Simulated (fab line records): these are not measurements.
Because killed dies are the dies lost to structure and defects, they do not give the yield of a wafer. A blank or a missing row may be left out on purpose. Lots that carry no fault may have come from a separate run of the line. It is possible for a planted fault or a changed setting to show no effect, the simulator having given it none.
fab line records ; flow n5_finfet
record: lots: 4; wafers: 12; last_day: 17
route steps=1938 shown MOL_CONTACT_COAG@629 BEOL_M0_SAQP@632 BEOL_M4@1111 PASSIVATION@1936
lots that met no fault: taken from a fault-free run of the same line
start_h: hours from the record's first day to the start of the lot's first wafer shown ; wait_h: hours from the lot's prior step to this one ; " unchanged from the row above ; L1.1+2: one row covering several wafers at once ; - value missing, or start not given ; * or withheld: withheld ; < > ~ a bound
route shown NAME@n: NAME is a module with steps in the file, n the number in the route of the first one ; usual: mean/standard deviation of fault-free wafers ; same: alike in all rows ; chamber/n: place in a boat ; sites: per-site readings ; _std_site: standard deviation across them ; _edge_site: the outer-site mean with the inner-site mean subtracted ; radius_mm: how far each site lies from the wafer's centre ; mask NAME#n: copy n ; behind: the tool/chamber that last shaped the wafer ; hold: why the lot was held/for how many hours/how that ended ; device: transistor that didn't switch, given as n, p or np ; end of line: the route-end tests of the same wafers ; where a step has no rows: the recipe by itself ; killed: at the first sort, the dies lost to defects and structure; wafer yield is something else ; map: per-die view of a wafer (x killed, . not killed, _ where there is no die)
set.NAME: the run value of the setting; set.NAME@STEP: its run value at that earlier step ; model.NAME: the simulator's own value behind a step, which no gauge read
lots at some steps of the route; a table a step, a row a wafer
services: the hour from which a tool's chamber was out of use, counted from the record's first day as start_h (under 0 if before that day), plus the number of hours and why
== steps ==
step: N5_MOL_CONTACT_COAG_ANNEAL_112
recipe: temp_c: 400; time_s: 1800; ambient: HPD2; pressure_atm: 10
step: N5_BEOL_M0_SAQP_PECVD_00
recipe: material: SiCN; target_thk_a: 80; temp_c: withheld; precursor: 3MS/NH3; pressure_torr: 3; rf_w: 202; time_s: 14
step: N5_BEOL_M0_SAQP_ILD_DEP_01
recipe: material: SiOC; target_thk_a: 454.19; temp_c: 350; precursor: DEMS/O2; pressure_torr: 5; rf_w: 500; time_s: 8.7
step: N5_BEOL_M0_SAQP_HM_DEP_02
recipe: material: TiN; target_thk_a: 120; temp_c: 25; chamber_pressure_pa: 0.49996
step: N5_BEOL_M0_SAQP_PECVD_03
recipe: material: SiCN; target_thk_a: 120; temp_c: withheld; precursor: 3MS/NH3; pressure_torr: 3; rf_w: 202; time_s: 21.1
step: N5_BEOL_M0_SAQP_PECVD_96
recipe: material: a-Si; target_thk_a: 450; temp_c: 350; precursor: SiH4/He; pressure_torr: 3; rf_w: 100; time_s: 45.2
step: N5_BEOL_M0_SAQP_PECVD_97
recipe: material: SiNx; target_thk_a: 230; temp_c: 350; precursor: SiH4/NH3/N2; pressure_torr: 1.5; rf_w: 300; time_s: 19.9
step: N5_BEOL_M0_SAQP_PECVD_04
recipe: material: a-Si; target_thk_a: 600; temp_c: 350; precursor: SiH4/He; pressure_torr: 3; rf_w: 100; time_s: 60.2
step: N5_BEOL_M0_SAQP_HM_DEP_111
recipe: material: SiO2; target_thk_a: 120; temp_c: 400; precursor: SiH4/N2O; pressure_torr: 0.75; rf_w: 275; time_s: 7.2
usual: heater_power_w: 767/81; showerhead_plenum_p_Torr: 8.14/0.1
lot.wafer;tool;chamber;start_h;wait_h;heater_power_w;showerhead_plenum_p_Torr;model.SiO2_of_BEOL_M0_SAQP_HM_DEP_111.thk_nm
L873.2;pecvd-03;1;194.41;0.0;731;8.12;12
L873.5;pecvd-03;1;194.41;0.0;724;8.13;12.4
L873.6;pecvd-03;0;194.41;0.0;802;8.11;12.4
L877.2;pecvd-03;1;221.23;0.0;745;8.13;12
L877.3;pecvd-03;2;221.23;0.0;801;8.22;12
L877.6;pecvd-03;0;221.23;0.0;821;8.10;19
L878.1;pecvd-03;0;228.07;0.0;739;8.11;12
L878.2;pecvd-03;1;228.07;0.0;725;8.13;11.8
L878.6;pecvd-03;2;228.07;0.0;805;8.22;19.2
L880.1;pecvd-04;1;241.11;0.0;813;8.03;11.8
L880.5;pecvd-04;1;241.11;0.0;823;8.02;11.8
L880.6;pecvd-04;2;241.11;0.0;786;8.27;12.2
step: N5_BEOL_M0_SAQP_COAT_81
recipe: resist: SOC; temp_c: 250; time_s: 60; spin_rpm: 1500; resist_thk_nm: 100
step: N5_BEOL_M0_SAQP_COAT_82
recipe: resist: SiARC; temp_c: 220; time_s: 60; spin_rpm: 1500; resist_thk_nm: 30
step: N5_BEOL_M0_SAQP_COAT_08
recipe: resist: CAR-ArF; spin_rpm: 1500; resist_thk_nm: 90
step: N5_BEOL_M0_SAQP_EBR_10
recipe: solvent: PGMEA; ebr_width_mm: 1.5
step: N5_BEOL_M0_SAQP_SOFTBAKE_09
recipe: temp_c: 110; time_s: 60; resist: CAR-ArF
step: N5_BEOL_M0_SAQP_EXPOSE_11
recipe: mask_id: M0_CORE; na: 1.35; source_shape: dipole; sigma_inner: 0.538; sigma_outer: 0.738; polarization: te; target_cd_nm: 42; dose_mj: 55
step: N5_BEOL_M0_SAQP_PEB_12
recipe: peb_temp_c: withheld; peb_time_s: 60; resist: CAR-ArF
step: N5_BEOL_M0_SAQP_DEVELOP_13
recipe: develop_time_s: 30; developer: TMAH; resist: CAR-ArF; dev_temp_c: 23; rinse_liquid: diw; dry: air_spin
step: N5_BEOL_M0_SAQP_DESCUM_19
recipe: chemistry: O2; time_s: 7.9; source_power_w: 50; bias_power_w: 20; pressure_mtorr: 20; rf_frequency_hz: 2.712e+07; temp_c: 40; resist: CAR-ArF; o2_flow_sccm: 225
step: N5_BEOL_M0_SAQP_ETCH_83
recipe: chemistry: CF4; target: SiARC; target_depth_a: 390; mask_material: CAR-ArF; time_s: 65; ion_energy_ev: 80; pressure_mtorr: 40; source_w: 545; bias_w: 36; Ar_flow_sccm: 100; cf4_flow_sccm: 100; ends: cleared
step: N5_BEOL_M0_SAQP_ETCH_84
recipe: chemistry: N2/H2; target: SOC; target_depth_a: 1000; overetch_a: 200; mask_material: SiARC; temp_c: 40; time_s: 150; ion_energy_ev: 200; pressure_mtorr: 30; source_w: 840; bias_w: 150; n2_flow_sccm: 200; h2_flow_sccm: 200
step: N5_BEOL_M0_SAQP_STRIP_80
recipe: chemistry: N2/H2; temp_c: 40; n2_flow_sccm: 200; h2_flow_sccm: 200; rf_frequency_hz: 6e+07
step: N5_BEOL_M0_SAQP_HM_OPEN_112
recipe: chemistry: CHF3/O2; target: SiO2; stop_on: a-Si; target_depth_a: 120; over_etch_frac: 1.25; mask_material: SOC; time_s: 13.5; pressure_mtorr: 30; source_w: 650; bias_w: 170; Ar_flow_sccm: 200; CHF3_flow_sccm: 50; O2_flow_sccm: 5; ion_energy_ev: 200; ends: end_point
usual: CHF3_flow_sccm: 50.00/0.14; drypump_motor_current_A: 5.8/0.39; oes_o_777_au: 0.79/0.075; oes_product_au: 0.52/0.049; rf_vpp_V: 526/9.8; showerhead_plenum_p_Torr: 2.39/0.055; throttle_valve_pct: 18.85/0.25
lot.wafer;tool;chamber;start_h;wait_h;CHF3_flow_sccm;drypump_motor_current_A;oes_o_777_au;oes_product_au;rf_hours_counter_h;rf_vpp_V;showerhead_plenum_p_Torr;throttle_valve_pct;model.etch.depth_nm
L873.2;rie_diel-06;2;195.14;0.0;49.77;6.2;0.74;0.46;194;524;2.41;19.28;11.97
L873.5;rie_diel-06;1;195.14;0.0;49.98;5.5;0.74;0.49;-;534;2.38;18.34;12.46
L873.6;rie_diel-06;2;195.14;0.0;50.01;6.2;0.74;0.48;-;522;2.41;19.28;12.47
L877.2;rie_diel-01;3;222.16;0.0;50.19;6.2;0.77;0.49;162;541;2.32;18.84;12.02
L877.3;rie_diel-01;0;222.16;0.0;50.26;6.3;0.93;0.60;16;522;2.36;18.40;11.99
L877.6;rie_diel-01;2;222.16;0.0;50.06;5.8;0.79;0.62;-;524;2.40;18.92;19.01
L878.1;rie_diel-01;2;228.80;0.0;49.91;5.9;0.78;0.50;174;526;2.40;18.90;12.09
L878.2;rie_diel-01;1;228.80;0.0;50.01;5.4;0.72;0.47;184;508;2.32;18.78;11.78
L878.6;rie_diel-01;1;228.80;0.0;50.16;5.4;0.72;0.61;-;510;2.32;18.80;19.27
L880.1;rie_diel-01;0;241.83;0.0;49.89;6.3;0.91;0.59;23;523;2.35;18.43;11.75
L880.5;rie_diel-01;2;241.83;0.0;50.02;5.9;0.78;0.50;-;525;2.40;18.91;11.87
L880.6;rie_diel-01;0;241.83;0.0;50.00;6.4;0.91;0.59;-;522;2.35;18.41;12.12
step: N5_BEOL_M0_SAQP_STRIP_113
recipe: chemistry: CHF3/O2; resist: SiARC; rf_frequency_hz: 6e+07
step: N5_BEOL_M0_SAQP_MANDREL_ETCH_20
recipe: target_depth_a: 600; chemistry: HBr/Cl2; target: a-Si; stop_on: SiNx; bt_time_s: 10; mask_material: SOC; over_etch_frac: 0.5; time_s: 30; pressure_mtorr: 10; icp_w: 800; bias_w: 75; HBr_flow_sccm: 150; Cl2_flow_sccm: 80; ends: end_point
step: N5_BEOL_M0_SAQP_STRIP_86
recipe: chemistry: N2/H2; power_w: 500; temp_c: 40; pressure_mtorr: 50; rf_frequency_hz: 6e+07; overash_fraction: 0.3; bias_power_w: 28; h2_frac: 0.5; n2_flow_sccm: 300; h2_flow_sccm: 300
step: N5_BEOL_M0_SAQP_STRIP_115
recipe: chemistry: post_etch_residue_remover; time_s: 60; temp_c: 25; remover_ph: withheld; remover_water_wt_pct: withheld; remover_fluoride_wt_pct: withheld
same: time_s: 60
lot.wafer;tool;chamber;start_h;wait_h;model.SiO2_of_BEOL_M0_SAQP_HM_DEP_111.thk_nm
L873.2;wet_bench-02;5;195.39;-;11.8
L873.5+6;wet_bench-02;3,6;195.39;-;12.4
L877.2;wet_bench-06;2;222.53;-;12
L877.3;wet_bench-06;4;222.53;-;11.8
L877.6;wet_bench-06;3;222.53;-;19
L878.1;wet_bench-02;6;229.16;-;12
L878.2;wet_bench-02;7;229.16;-;11.6
L878.6;wet_bench-02;5;229.16;-;19.2
L880.1;wet_bench-02;7;242.08;-;11.6
L880.5;wet_bench-02;3;242.08;-;11.8
L880.6;wet_bench-02;6;242.08;-;12
step: N5_BEOL_M0_SAQP_SRD_93
recipe: dry: ipa_marangoni; time_s: 30; temp_c: 23; rinse_liquid: diw
step: N5_BEOL_M4_RC_MEAS_101
usual: DIBL_N: 35.3/1.5; DIBL_P: 35.3/1.9; IOFF_N: 0.145/0.027; IOFF_P: 0.20/0.033; ION_N: 670/12; ION_P: 462/6.8; SS_N: 71.3/0.6; SS_P: 73.1/0.7; VT_N: 251/3.4; VT_P: -251/3.2
lot.wafer;tool;chamber;start_h;wait_h;DIBL_N[mV/V];DIBL_P[mV/V];IOFF_N[nA/um];IOFF_P[nA/um];ION_N[uA/um];ION_P[uA/um];SS_N[mV/dec];SS_P[mV/dec];VT_N[mV];VT_P[mV]
L873.2;prober-01;0;260.03;0.2;33.8;35.2;0.119;0.18;666;464;70.2;72.4;252;-253
L873.5;prober-01;0;260.03;0.2;36.4;36.7;0.158;0.21;674;464;72.0;73.4;253;-250
L873.6;prober-01;0;260.03;0.2;32.1;32.6;0.091;0.14;654;457;70.6;72.3;258;-255
L877.2;prober-02;0;296.41;0.2;34.7;35.5;0.141;0.20;684;465;71.5;73.5;253;-250
L877.3;prober-02;0;296.41;0.2;36.9;38.2;0.172;0.25;688;473;71.8;74.2;250;-248
L877.6;prober-02;0;296.41;0.2;34.4;35.3;0.136;0.20;674;465;71.1;74.1;249;-253
L878.1;prober-01;0;302.18;0.0;34.1;35.4;0.140;0.17;679;460;71.2;72.2;250;-255
L878.2;prober-01;0;302.18;0.0;33.9;34.3;0.126;0.16;658;452;70.9;72.6;254;-256
L878.6;prober-01;0;302.18;0.0;32.7;33.8;0.119;0.15;669;455;69.8;72.1;253;-260
L880.1;prober-01;0;304.10;0.0;37.3;36.5;0.174;0.20;675;459;71.5;73.8;250;-251
L880.5;prober-01;0;304.10;0.0;36.3;35.7;0.157;0.19;663;455;71.8;73.6;253;-254
L880.6;prober-01;0;304.10;0.0;37.2;37.5;0.177;0.22;680;466;71.8;73.8;246;-251
step: N5_PASSIVATION_PROBE_49
usual: defect_limited_yield: 91.2/1.5; killed_at_M0_to_M3: 34/11; killed_at_M4_up: 14/5.4; killed_at_contacts: 12/5.9; killed_at_front_end: 40/12; killed_at_other: 4/3.3; killed_dies: 103/18; killed_open: 68/13; killed_short: 34/7.5; sort_bin_5_function: 5.1/1; sort_bin_6_memory: 3.3/0.7; sort_n_pass: 1076/18; sort_yield_pct: 91.2/1.5
same: gross_dies: 1180; killed_at_back_side: 0; sort_bin_4_leakage[%]: 0; sort_bin_8_speed[%]: 0
lot.wafer;tool;chamber;start_h;wait_h;defect_limited_yield[%];killed_at_M0_to_M3;killed_at_M4_up;killed_at_contacts;killed_at_front_end;killed_at_other;killed_dies;killed_open;killed_short;sort_bin_5_function[%];sort_bin_6_memory[%];sort_n_pass;sort_yield_pct[%]
L873.2;prober-02;-;357.55;0.1;91.0;34;18;12;42;0;106;67;39;4.7;4.0;1074;91.0
L873.5;prober-02;-;357.70;0.2;90.5;48;17;18;29;0;112;78;34;6.2;3.2;1068;90.5
L873.6;prober-02;-;357.75;0.3;91.9;28;20;11;35;1;95;65;27;5.3;2.3;1085;91.9
L877.2;prober-01;-;398.43;2.1;91.9;29;12;12;40;2;95;68;27;4.4;3.2;1085;91.9
L877.3;prober-01;-;398.48;2.2;88.6;48;10;10;60;7;135;95;40;6.2;4.8;1045;88.6
L880.1;prober-01;-;416.63;0.3;93.7;22;3;12;34;3;74;55;18;3.5;2.5;1106;93.7
killed by level:class
L873.2 STI_FIN_REVEAL:geometric_particle:open=12 MOL_CONTACT_COAG:geometric_particle:open=9 BEOL_M2:geometric_particle:short=7 FIN_SAQP:geometric_particle:open=6 BEOL_M4:geometric_particle:open=6 BEOL_M0_SAQP:geometric_particle:short=5 BEOL_M0_SAQP:geometric_particle:open=5 BEOL_M3:geometric_particle:open=5
L873.5 BEOL_M3:geometric_particle:open=18 MOL_CONTACT_COAG:geometric_particle:open=13 BEOL_M0_SAQP:geometric_particle:open=9 BEOL_M4:geometric_particle:open=9 BEOL_M0_SAQP:geometric_particle:short=6 BEOL_M1:geometric_particle:open=6 MOL_CONTACT_COAG:geometric_particle:short=5 GATE_CUT:geometric_particle:short=4
L873.6 BEOL_M4:geometric_particle:open=11 MOL_CONTACT_COAG:geometric_particle:open=8 BEOL_M3:geometric_particle:open=7 BEOL_M0_SAQP:geometric_particle:open=6 FIN_SAQP:geometric_particle:short=5 GATE_CUT:geometric_particle:short=5 BEOL_M2:geometric_particle:open=5 STARTING-WAFER:geometric_particle:open=5
L877.2 BEOL_M2:geometric_particle:open=11 MOL_CONTACT_COAG:geometric_particle:open=10 STI_FIN_REVEAL:geometric_particle:open=8 DUMMY_GATE:geometric_particle:open=8 FIN_SAQP:geometric_particle:open=5 BEOL_M7:geometric_particle:open=5 FIN_SAQP:geometric_particle:short=4 GATE_CUT:geometric_particle:short=4
L877.3 FIN_SAQP:geometric_particle:short=17 FIN_SAQP:geometric_particle:open=13 BEOL_M0_SAQP:geometric_particle:open=13 BEOL_M2:geometric_particle:open=11 MOL_CONTACT_COAG:geometric_particle:open=10 BEOL_M1:geometric_particle:open=10 STI_FIN_REVEAL:geometric_particle:open=9 DUMMY_GATE:geometric_particle:open=9
L880.1 MOL_CONTACT_COAG:geometric_particle:open=11 STI_FIN_REVEAL:geometric_particle:open=9 DUMMY_GATE:geometric_particle:open=6 FIN_SAQP:geometric_particle:open=5 BEOL_M2:geometric_particle:open=5 BEOL_M3:geometric_particle:open=4 BEOL_M0_SAQP:geometric_particle:short=3 FIN_SAQP:geometric_particle:short=2
== services ==
tool;chamber;start_h;hours;kind
rie_diel-06;-;176.96;1.2;repair
pecvd-04;-;197.04;6.0;pm
pecvd-03;0;197.26;5.5;scheduled_down
pecvd-04;2;203.04;-;clean
pecvd-04;2;203.04;-;consumable_replace:showerhead
pecvd-04;2;203.04;29.0;scheduled_down
pecvd-04;2;203.04;29.0;vent_cycle
rie_diel-06;2;204.70;3.3;repair
pecvd-03;1;225.62;2.1;scheduled_down
pecvd-04;0;233.72;5.0;scheduled_down
== key ==
first_sign none at tools or gauges
model_effect: step: N5_BEOL_M0_SAQP_HM_DEP_111; value: SiO2_of_BEOL_M0_SAQP_HM_DEP_111.thk_nm; without: 12.3; struck: 19.1
model_effect: step: N5_BEOL_M0_SAQP_HM_OPEN_112; value: etch.depth_nm; without: 12.35; struck: 19.14
model_effect: step: N5_BEOL_M0_SAQP_STRIP_115; value: SiO2_of_BEOL_M0_SAQP_HM_DEP_111.thk_nm; without: 12.3; struck: 19.1
met_at N5_BEOL_M0_SAQP_HM_DEP_111
struck_wafers L877.6,L878.6
onset_between 194.41 221.23
fault: kind: process_parameter_drift; tool: pecvd-03; chamber: -; onset_h: 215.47; steps: N5_BEOL_M0_SAQP_HM_DEP_111; channel: time_s; offset: *; shape: step; end_h: 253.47; scope: struck_wafers_only; acts_in: *; stated: *
